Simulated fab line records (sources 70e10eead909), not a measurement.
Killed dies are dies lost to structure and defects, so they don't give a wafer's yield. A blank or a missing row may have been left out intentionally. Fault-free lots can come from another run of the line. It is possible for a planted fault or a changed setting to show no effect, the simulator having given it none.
What tool caused it? | flow nand_harc | Sampling: 12 lots, 36 wafers, 5 of 1302 route steps

== WHAT THE GAUGES READ, wafer by wafer ==
NHARC_P_ZERO_WELL_CD_MEAS_11 targets a cd of 500 nm.
lot  | measured     | on        | cd_nm (nm)
L773 | day 1 21:14  | cd_sem-01 | 498.3 495.3 498.2
L774 | day 2 07:14  | cd_sem-01 | 500.3 502.1 501.3
L779 | day 4 09:07  | cd_sem-03 | 502.0 500.9 503.2
L784 | day 6 11:07  | cd_sem-03 | 498.8 499.1 501.4
L785 | day 6 21:19  | cd_sem-02 | 495.9 498.8 499.1
L787 | day 7 17:07  | cd_sem-03 | 497.7 496.5 498.2
L791 | day 9 09:08  | cd_sem-01 | 500.7 497.1 500.8
L792 | day 9 19:14  | cd_sem-01 | 494.9 496.7 496.1
L793 | day 10 05:15 | cd_sem-02 | 495.5 498.0 498.8
L794 | day 10 15:25 | cd_sem-03 | 496.1 497.4 497.3
L795 | day 11 01:20 | cd_sem-01 | 500.6 499.9 501.5
L796 | day 11 11:07 | cd_sem-02 | 498.9 501.3 501.8

NHARC_P_ZERO_WELL_CD_MEAS_24 targets a cd of 720 nm.
lot  | measured     | on        | cd_nm (nm)
L773 | day 1 22:28  | cd_sem-02 | 717.4 722.1 718.2
L774 | day 2 08:46  | cd_sem-03 | 720.5 719.2 718.6
L779 | day 4 10:37  | cd_sem-03 | 718.3 721.8 721.0
L784 | day 6 12:46  | cd_sem-02 | 708.6 710.3 709.5
L785 | day 6 22:39  | cd_sem-01 | 708.3 709.1 709.2
L787 | day 7 18:28  | cd_sem-01 | 719.7 720.1 715.0
L791 | day 9 11:32  | cd_sem-01 | 718.7 720.5 718.3
L792 | day 9 20:47  | cd_sem-03 | 716.6 720.9 719.0
L793 | day 10 06:35 | cd_sem-02 | 716.8 718.6 717.2
L794 | day 10 16:48 | cd_sem-03 | 722.4 718.5 720.6
L795 | day 11 02:43 | cd_sem-02 | 717.8 721.8 718.2
L796 | day 11 12:37 | cd_sem-02 | 717.1 716.6 719.1

NHARC_P_STI_INSPECT_11.
lot  | measured     | on                | raw_defect_count
L773 | day 3 02:22  | defect_inspect-02 | 5 2 15
L774 | day 3 12:55  | defect_inspect-01 | 6 10 9
L779 | day 5 07:41  | defect_inspect-02 | 4 6 3
L784 | day 7 11:37  | defect_inspect-01 | 4 5 8
L785 | day 7 23:15  | defect_inspect-01 | 4 6 1
L787 | day 8 14:56  | defect_inspect-01 | 12 6 4
L791 | day 10 10:04 | defect_inspect-02 | 2 5 4
L792 | day 10 18:05 | defect_inspect-01 | 5 6 3
L793 | day 11 05:07 | defect_inspect-01 | 5 6 5
L794 | day 11 14:17 | defect_inspect-02 | 7 6 2
L795 | day 12 01:28 | defect_inspect-02 | 7 7 6
L796 | day 12 09:14 | defect_inspect-02 | 4 3 4

== WHAT TOOL EACH LOT RAN ON (gives the tool, then ch and the chambers of the sampled wafers, and finally the start) ==
lot  | NHARC_P_ZERO_WELL_ETCH_65          | NHARC_P_ZERO_WELL_PEB_22
L773 | rie_diel-02 ch 1,2,3, day 1 21:29  | litho_track-02 ch 0, day 1 22:22
L774 | rie_diel-02 ch 0,2,3, day 2 07:34  | litho_track-07 ch 0, day 2 08:41
L779 | rie_diel-02 ch 0,2,3, day 4 09:34  | litho_track-02 ch 0, day 4 10:32
L784 | rie_diel-11 ch 1,2, day 6 11:22    | litho_track-02 ch 0, day 6 12:40
L785 | rie_diel-02 ch 0,1, day 6 21:33    | litho_track-02 ch 0, day 6 22:34
L787 | rie_diel-03 ch 0,1, day 7 17:22    | litho_track-07 ch 0, day 7 18:22
L791 | rie_diel-03 ch 1,2,3, day 9 10:07  | litho_track-05 ch 0, day 9 11:27
L792 | rie_diel-02 ch 0,1,3, day 9 19:29  | litho_track-02 ch 0, day 9 20:41
L793 | rie_diel-03 ch 0,3, day 10 05:29   | litho_track-02 ch 0, day 10 06:29
L794 | rie_diel-11 ch 0,2,3, day 10 15:39 | litho_track-05 ch 0, day 10 16:43
L795 | rie_diel-02 ch 0,1,2, day 11 01:36 | litho_track-02 ch 0, day 11 02:37
L796 | rie_diel-03 ch 0,2,3, day 11 11:28 | litho_track-05 ch 0, day 11 12:31
- NHARC_P_ZERO_WELL_ETCH_65: etches the open film in N2/H2, target depth 80 nm, overetch 24 nm, time 87.88 s.
- NHARC_P_ZERO_WELL_PEB_22: peb time 85 s.

== WHAT THE TOOLS THEMSELVES READ (means of the sampled wafers that have a number; where no wafer has one, the mark that the record gives instead) ==
NHARC_P_ZERO_WELL_ETCH_65.
lot  | tool        | bias_w (W) | drypump_motor_current_A (A) | oes_product_au (a.u.) | rf_vpp_V (V) | showerhead_plenum_p_Torr (Torr) | throttle_valve_pct (%)
L773 | rie_diel-02 | 150.0      | 5.7                         | 0.992                 | 429.4        | 2.02                            | 14.174
L774 | rie_diel-02 | 150.2      | 5.7                         | 0.996                 | 429.7        | 1.99                            | 14.167
L779 | rie_diel-02 | 150.4      | 5.6                         | 0.995                 | 429.0        | 1.99                            | 14.168
L784 | rie_diel-11 | 149.6      | 5.6                         | 1.010                 | 428.8        | 2.01                            | 14.170
L785 | rie_diel-02 | 150.4      | 5.7                         | 0.986                 | 432.4        | 2.09                            | 14.165
L787 | rie_diel-03 | 150.3      | 6.1                         | 1.001                 | 427.5        | 1.96                            | 14.166
L791 | rie_diel-03 | 149.9      | 6.3                         | 0.999                 | 428.1        | 1.95                            | 14.164
L792 | rie_diel-02 | 149.8      | 5.7                         | 0.999                 | 431.1        | 2.03                            | 14.173
L793 | rie_diel-03 | 150.0      | 6.3                         | 1.005                 | 429.2        | 2.00                            | 14.182
L794 | rie_diel-11 | 150.5      | 6.0                         | 1.014                 | 428.6        | 1.96                            | 14.171
L795 | rie_diel-02 | 150.0      | 5.6                         | 0.994                 | 431.9        | 2.07                            | 14.176
L796 | rie_diel-03 | 149.8      | 6.4                         | 0.991                 | 427.7        | 1.95                            | 14.185

NHARC_P_ZERO_WELL_PEB_22.
lot  | tool           | chill_plate_temp_C (C) | heater_power_total_W (W) | plate_temp_C (C)
L773 | litho_track-02 | 23.00                  | 163.92                   | 118.02
L774 | litho_track-07 | 23.13                  | 163.82                   | 117.96
L779 | litho_track-02 | 23.08                  | 163.82                   | 118.05
L784 | litho_track-02 | 23.07                  | 156.24                   | 113.70
L785 | litho_track-02 | 23.08                  | 156.31                   | 113.90
L787 | litho_track-07 | 23.00                  | 163.95                   | 117.99
L791 | litho_track-05 | 23.11                  | 164.12                   | 117.98
L792 | litho_track-02 | 23.14                  | 164.15                   | 118.07
L793 | litho_track-02 | 22.88                  | 163.72                   | 118.01
L794 | litho_track-05 | 22.92                  | 163.79                   | 118.02
L795 | litho_track-02 | 22.91                  | 163.92                   | 117.95
L796 | litho_track-05 | 23.18                  | 163.93                   | 117.94

== THE ANSWER, worked out from the rows above alone ==
Rule: the usual values come from the lots themselves. Put in order of their means at a reading, lots are off if they are a third of the lots or fewer, leave a main group of 4 or more, and stand apart from it by a gap of 3 or more times the standard deviation of the main group's means; of several such gaps the widest counts. The tables above print the reading to a certain number of digits; a main group whose means all agree to those digits is not used. Also off: a lot with no number at a reading for which 4 or more lots have one. Where the step has rows for the other lots, those lots are counted as sound. The gauges are gone through in route order, then the tools' own readings, and for those a lot's mean is taken as printed above. At the first step where some lot is off, the reading lying furthest off is the one used; lots without a number count as furthest.
Off: L784, L785 (NHARC_P_ZERO_WELL_CD_MEAS_24, cd_nm). Mean 719.0 nm and standard deviation 0.96 in the main group.
A tool fits if, at a process step before that reading, it ran every lot that is off, and no sound lot after the first of them. The gauges at NHARC_P_ZERO_WELL_CD_MEAS_24 aren't tried: what is off there is off at NHARC_P_ZERO_WELL_PEB_22 too, on other tools, and a gauge's error can't cause that. Of those tried, none fits.

== WHAT THE SIMULATOR HAD INSERTED ==
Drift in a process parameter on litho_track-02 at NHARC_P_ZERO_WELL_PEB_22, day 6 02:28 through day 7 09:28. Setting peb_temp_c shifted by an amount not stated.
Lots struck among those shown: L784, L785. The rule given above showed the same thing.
